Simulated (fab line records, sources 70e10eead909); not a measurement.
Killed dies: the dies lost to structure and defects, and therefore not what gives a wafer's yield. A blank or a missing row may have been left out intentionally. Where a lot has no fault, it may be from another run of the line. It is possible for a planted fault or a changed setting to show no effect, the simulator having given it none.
Chamber matching ; flow nand harc ; cmp-03 running NHARC_A_STAIRCASE_CMP_472: 4 sister chambers
The step polishes SiO2. 8 wafers are shown with their chamber, then 10 later ones without.

== WAFERS WITH THEIR CHAMBER ==
wafer;chamber;motor current A (A)
L080.2;1;14.2
L080.4;2;12.1
L082.4;2;11.3
L086.5;0;12.2
L088.1;1;14.2
L088.6;3;13.0
L093.1;3;12.9
L093.2;0;12.0

== WAFERS MISSING THEIR CHAMBER ==
wafer;motor current A (A)
L093.6;12.1
L094.1;11.7
L094.2;12.7
L094.6;11.8
L095.2;12.9
L095.4;11.2
L095.5;11.7
L097.1;11.5
L097.3;12.3
L097.6;11.4

== WHICH CHAMBER EACH ONE RAN IN ==
wafer;from the rows above;in truth
L093.6;can't be placed: 0 or 2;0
L094.1;can't be placed: 2 or 0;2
L094.2;can't be placed: 3 or 0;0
L094.6;can't be placed: 2 or 0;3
L095.2;3;3
L095.4;can't be placed: 2 or 0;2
L095.5;can't be placed: 2 or 0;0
L097.1;can't be placed: 2 or 0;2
L097.3;can't be placed: 0 or 2 or 3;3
L097.6;can't be placed: 2 or 0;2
1 of 10 placed correctly. Unplaceable from these rows: 9, with the true chamber sitting among the candidates in 8. Placed wrongly: 0.
How it was worked out, from the rows above alone: a wafer's distance from a chamber is the root of the sum, over the readings, of the square of ((its reading less the chamber's mean) divided by the reading's scatter). If the next closest chamber is less than 2 further off than the closest, the wafer can't be placed; otherwise it belongs to the closest. A chamber's mean is the mean of its shown wafers. How the scatter is found: for the shown wafers, subtract from each reading the mean of its chamber, square and add these, divide the total by (wafers less chambers), then take the root.
